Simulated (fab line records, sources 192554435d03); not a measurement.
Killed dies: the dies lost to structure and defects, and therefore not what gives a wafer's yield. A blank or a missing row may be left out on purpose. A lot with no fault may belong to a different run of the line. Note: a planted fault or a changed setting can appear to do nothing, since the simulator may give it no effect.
Chamber matching -- flow n5-finfet -- N5_BEOL_M3_DESCUM_33 on rie-diel-06: 4 sister chambers
The step chemistry O2, time 7 s. 4 wafers are shown with their chamber, then 7 later ones without.

WAFERS PAIRED WITH THEIR CHAMBERS
wafer,chamber,drypump-motor-current-A (A)
L079.2,3,5.0
L089.2,2,5.7
L092.2,1,6.0
L092.3,0,6.5

WAFERS WITH NO CHAMBER GIVEN
wafer,drypump-motor-current-A (A)
L092.5,6.5
L093.2,4.9
L093.4,6.0
L093.6,4.9
L095.1,6.0
L095.3,5.7
L095.4,5.7

THE CHAMBER EACH PASSED THROUGH
wafer,from the rows above,in truth
L092.5,0,0
L093.2,3,3
L093.4,1,1
L093.6,3,3
L095.1,1,1
L095.3,2,2
L095.4,2,2
Placed correctly: 7 of 7. Left unplaced by these rows: 0. Placed wrongly: 0.
How it was worked out, from the rows above alone: a wafer's distance from a chamber is the root of the sum, over the readings, of the square of ((its reading less the chamber's mean) divided by the reading's scatter). If the next closest chamber is less than 2 further off than the closest, the wafer can't be placed; otherwise it belongs to the closest. A chamber's mean is the mean of its shown wafers. The scatter: root of mean squared gap, hidden wafer to nearest shown wafer, with one shown wafer a chamber.
